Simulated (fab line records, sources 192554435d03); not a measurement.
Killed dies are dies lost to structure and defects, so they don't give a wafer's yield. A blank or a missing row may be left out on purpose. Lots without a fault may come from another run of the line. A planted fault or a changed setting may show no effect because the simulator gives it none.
Which tool did it? | flow n5_finfet | 24 lots, 72 wafers sampled, at 4 steps of a route of 1938

WHAT THE GAUGES READ, wafer by wafer
N5_BEOL_M8_OVL_MEAS_29.
lot  | measured     | on         | V7_OVL (nm)
L074 | day 9 20:33  | overlay-02 | 1.2 2.2 2.0
L075 | day 9 23:43  | overlay-02 | -0.4 -0.8 -1.1
L077 | day 12 02:21 | overlay-01 | -0.9 -0.5 -1.0
L078 | day 12 03:16 | overlay-01 | -0.2 0.6 0.4
L076 | day 12 10:29 | overlay-01 | -0.7 -0.4 0.0
L083 | day 12 14:28 | overlay-01 | 0.0 0.2 0.3
L081 | day 12 20:25 | overlay-02 | -0.2 -0.3 -0.5
L080 | day 12 23:47 | overlay-02 | 0.7 1.1 0.5
L079 | day 13 09:21 | overlay-01 | 0.0 0.9 0.6
L082 | day 13 09:26 | overlay-01 | 0.0 -1.0 0.4
L084 | day 13 18:20 | overlay-02 | 0.2 1.3 0.5
L086 | day 14 01:14 | overlay-01 | 0.9 0.1 -0.1
L085 | day 14 04:02 | overlay-01 | 1.4 0.7 -0.2
L088 | day 14 08:55 | overlay-01 | 0.7 0.4 0.1
L087 | day 14 09:07 | overlay-02 | 1.1 -0.3 0.5
L091 | day 14 23:20 | overlay-02 | -0.4 0.3 1.5
L089 | day 15 07:10 | overlay-02 | -0.6 -0.1 0.0
L093 | day 15 14:46 | overlay-01 | -1.1 0.2 -0.6
L090 | day 15 19:43 | overlay-02 | 0.3 -0.9 -1.4
L094 | day 16 03:14 | overlay-02 | 0.7 -0.9 0.3
L092 | day 16 05:07 | overlay-02 | 0.6 0.2 0.1
L095 | day 16 08:55 | overlay-01 | 1.3 -0.1 0.6
L096 | day 16 20:15 | overlay-02 | 0.7 0.4 0.6
L097 | day 17 01:32 | overlay-01 | 0.4 0.5 -0.9

N5_BEOL_M9_RS_MEAS_57: measures by four-point-probe.
lot  | measured     | on            | M9_RS (ohm/sq)
L074 | day 10 12:10 | film_metro-02 | 0.152 0.154 0.148
L075 | day 10 12:54 | film_metro-01 | 0.145 0.154 0.163
L077 | day 12 14:26 | film_metro-02 | 0.158 0.155 0.154
L078 | day 12 14:22 | film_metro-01 | 0.151 0.146 0.150
L076 | day 13 00:41 | film_metro-01 | 0.150 0.151 0.151
L083 | day 13 02:07 | film_metro-01 | 0.157 0.147 0.153
L081 | day 13 12:19 | film_metro-02 | 0.150 0.153 0.150
L080 | day 13 11:45 | film_metro-01 | 0.154 0.156 0.157
L079 | day 13 20:46 | film_metro-02 | 0.148 0.152 0.154
L082 | day 13 21:04 | film_metro-02 | 0.154 0.148 0.156
L084 | day 14 08:34 | film_metro-01 | 0.155 0.149 0.157
L086 | day 14 14:31 | film_metro-01 | 0.152 0.154 0.156
L085 | day 14 16:00 | film_metro-01 | 0.154 0.150 0.150
L088 | day 14 21:11 | film_metro-01 | 0.146 0.156 0.158
L087 | day 15 00:18 | film_metro-01 | 0.155 0.153 0.149
L091 | day 15 09:59 | film_metro-01 | 0.155 0.160 0.158
L089 | day 15 22:06 | film_metro-01 | 0.154 0.151 0.160
L093 | day 16 04:33 | film_metro-01 | 0.150 0.150 0.142
L090 | day 16 07:40 | film_metro-02 | 0.153 0.153 0.142
L094 | day 16 14:52 | film_metro-01 | 0.145 0.152 0.151
L092 | day 16 16:56 | film_metro-02 | 0.155 0.151 0.155
L095 | day 16 20:20 | film_metro-02 | 0.159 0.159 0.159
L096 | day 17 09:01 | film_metro-02 | 0.151 0.150 0.152
L097 | day 17 14:52 | film_metro-02 | 0.144 0.152 0.143

WHICH TOOL RAN EACH LOT (tool, then ch and the chambers of the sampled wafers, then the start)
lot  | N5_BEOL_M9_STRIP_67                | N5_BEOL_M9_ALD_74
L074 | rie_diel-05 ch 0,1, day 10 04:38   | ald_metal-01 ch 0,2, day 10 08:53
L075 | rie_diel-01 ch 0,2, day 10 04:56   | ald_metal-04 ch 1,3, day 10 11:19
L077 | rie_diel-01 ch 0,3, day 12 08:31   | ald_metal-01 ch 0,1, day 12 12:09
L078 | rie_diel-01 ch 0,1,3, day 12 08:48 | ald_metal-04 ch 0,2,3, day 12 12:09
L076 | rie_diel-05 ch 1,2, day 12 16:53   | ald_metal-03 ch 1,2,3, day 12 21:40
L083 | rie_diel-06 ch 0,1,3, day 12 21:16 | ald_metal-01 ch 0,2, day 13 00:41
L081 | rie_diel-01 ch 0,1,2, day 13 06:50 | ald_metal-03 ch 0,2,3, day 13 10:44
L080 | rie_diel-05 ch 0,3, day 13 07:23   | ald_metal-03 ch 1,2,3, day 13 10:17
L079 | rie_diel-06 ch 0,2,3, day 13 16:01 | ald_metal-01 ch 0,1,3, day 13 19:17
L082 | rie_diel-01 ch 0,1,2, day 13 16:07 | ald_metal-03 ch 0,1,3, day 13 19:20
L084 | rie_diel-05 ch 0,1,2, day 14 00:49 | ald_metal-04 ch 1,2, day 14 05:56
L086 | rie_diel-01 ch 1,3, day 14 09:41   | ald_metal-04 ch 0,1,3, day 14 12:59
L085 | rie_diel-06 ch 1,2,3, day 14 11:06 | ald_metal-01 ch 0,1,3, day 14 13:46
L088 | rie_diel-01 ch 0,1, day 14 14:41   | ald_metal-03 ch 0,2,3, day 14 19:34
L087 | rie_diel-05 ch 0,1,2, day 14 14:42 | ald_metal-03 ch 0,1, day 14 20:07
L091 | rie_diel-05 ch 0,1,2, day 15 04:51 | ald_metal-01 ch 0,1, day 15 08:22
L089 | rie_diel-06 ch 0,2,3, day 15 16:13 | ald_metal-03 ch 0,1,2, day 15 20:35
L093 | rie_diel-05 ch 0,3, day 15 21:47   | ald_metal-01 ch 0,1,2, day 16 02:02
L090 | rie_diel-06 ch 1,2,3, day 16 02:49 | ald_metal-01 ch 1,2,3, day 16 06:07
L094 | rie_diel-06 ch 0,2,3, day 16 10:08 | ald_metal-03 ch 1,2, day 16 12:11
L092 | rie_diel-05 ch 0,2,3, day 16 12:04 | ald_metal-03 ch 2,3, day 16 15:08
L095 | rie_diel-05 ch 0,3, day 16 15:51   | ald_metal-04 ch 1,2,3, day 16 18:46
L096 | rie_diel-06 ch 0,2,3, day 17 02:57 | ald_metal-03 ch 1,2, day 17 06:55
L097 | rie_diel-05 ch 1,2,3, day 17 09:26 | ald_metal-01 ch 0,1,3, day 17 13:18
- N5_BEOL_M9_STRIP_67: strips in CF4.
- N5_BEOL_M9_ALD_74: deposits TaN, target thk 2 nm, pulse time 2 s, purge time 3 s.

WHAT THE TOOLS THEMSELVES READ (means of the sampled wafers that have a number; where no wafer has one, the mark that the record gives instead)
N5_BEOL_M9_STRIP_67.
lot  | tool        | bias_power_w (W) | drypump_motor_current_A (A) | oes_product_au (a.u.) | rf_vpp_V (V) | showerhead_plenum_p_Torr (Torr) | throttle_valve_pct (%)
L074 | rie_diel-05 | 74.81            | 5.37                        | 0.72                  | 270.6        | 1.74                            | 13.87
L075 | rie_diel-01 | 75.14            | 5.67                        | 0.78                  | 271.0        | 1.77                            | 13.35
L077 | rie_diel-01 | 74.92            | 5.71                        | 0.83                  | 270.1        | 1.77                            | 13.19
L078 | rie_diel-01 | 75.00            | 5.86                        | 0.84                  | 270.2        | 1.79                            | 13.29
L076 | rie_diel-05 | 75.02            | 5.51                        | 0.89                  | 270.7        | 1.75                            | 13.66
L083 | rie_diel-06 | 74.87            | 5.85                        | 0.76                  | 271.5        | 1.82                            | 13.63
L081 | rie_diel-01 | 75.21            | 5.80                        | 0.76                  | 270.9        | 1.77                            | 13.49
L080 | rie_diel-05 | 75.21            | 5.77                        | 0.77                  | 270.2        | 1.76                            | 13.49
L079 | rie_diel-06 | 74.88            | 5.79                        | 0.75                  | 271.7        | 1.83                            | 13.69
L082 | rie_diel-01 | 75.01            | 5.80                        | 0.76                  | 271.4        | 1.77                            | 13.49
L084 | rie_diel-05 | 75.16            | 5.54                        | 0.79                  | 269.3        | 1.75                            | 13.78
L086 | rie_diel-01 | 74.95            | 6.01                        | 0.82                  | 272.4        | 1.80                            | 13.43
L085 | rie_diel-06 | 74.80            | 5.88                        | 0.75                  | 270.7        | 1.78                            | 13.66
L088 | rie_diel-01 | 74.84            | 5.97                        | 0.79                  | 270.3        | 1.76                            | 13.40
L087 | rie_diel-05 | 74.88            | 5.53                        | 0.78                  | 270.5        | 1.75                            | 13.79
L091 | rie_diel-05 | 74.93            | 5.53                        | 0.78                  | 270.3        | 1.75                            | 13.80
L089 | rie_diel-06 | 75.12            | 5.77                        | 0.74                  | 270.8        | 1.82                            | 13.73
L093 | rie_diel-05 | 75.11            | 5.76                        | 0.75                  | 269.2        | 1.75                            | 13.54
L090 | rie_diel-06 | 74.98            | 5.87                        | 0.83                  | 272.0        | 1.84                            | 13.50
L094 | rie_diel-06 | 74.89            | 5.76                        | 0.74                  | 271.3        | 1.82                            | 13.75
L092 | rie_diel-05 | 74.92            | 5.72                        | 0.79                  | 270.4        | 1.75                            | 13.60
L095 | rie_diel-05 | 75.19            | 5.78                        | 0.73                  | 270.0        | 1.75                            | 13.71
L096 | rie_diel-06 | 75.28            | 5.76                        | 0.73                  | 271.9        | 1.82                            | 13.76
L097 | rie_diel-05 | 74.79            | 5.54                        | 0.78                  | 269.5        | 1.74                            | 13.66

N5_BEOL_M9_ALD_74.
lot  | tool         | heater_power_w (W) | susceptor_temp_C (C)
L074 | ald_metal-01 | 448                | 275.16
L075 | ald_metal-04 | 375                | 274.84
L077 | ald_metal-01 | 443                | 275.01
L078 | ald_metal-04 | 420                | 274.81
L076 | ald_metal-03 | 406                | 275.00
L083 | ald_metal-01 | 450                | 274.86
L081 | ald_metal-03 | 400                | 275.10
L080 | ald_metal-03 | 405                | 274.97
L079 | ald_metal-01 | 427                | 275.19
L082 | ald_metal-03 | 422                | 274.98
L084 | ald_metal-04 | 379                | 274.93
L086 | ald_metal-04 | 396                | 274.98
L085 | ald_metal-01 | 433                | 275.14
L088 | ald_metal-03 | 396                | 275.05
L087 | ald_metal-03 | 440                | 274.79
L091 | ald_metal-01 | 437                | 275.16
L089 | ald_metal-03 | 428                | 275.17
L093 | ald_metal-01 | 442                | 275.03
L090 | ald_metal-01 | 439                | 275.13
L094 | ald_metal-03 | 422                | 275.05
L092 | ald_metal-03 | 372                | 274.91
L095 | ald_metal-04 | 394                | 274.95
L096 | ald_metal-03 | 424                | 275.05
L097 | ald_metal-01 | 433                | 274.97

THE ANSWER, worked out from the rows above alone
Rule: what is usual is taken from the lots themselves. Put in order of their means at a reading, lots are off if they are a third of the lots or fewer, leave a main group of 4 or more, and stand apart from it by a gap of 3 or more times the standard deviation of the main group's means; of several such gaps the widest counts. A main group whose means are all the same, to the digits that the tables above print for the reading, isn't used. A lot without any number at a reading at which 4 lots or more have one is off too. The other lots that the step has rows for count as sound. The gauges are gone through in route order, then the tools' own readings, and for those a lot's mean is taken as printed above. The first step at which some lot is off is used, and at that step the reading that is off furthest; a lot without a number counts as furthest.
No lot is off at any reading shown: from this, nothing can be told.

WHAT THE SIMULATOR HAD PUT IN
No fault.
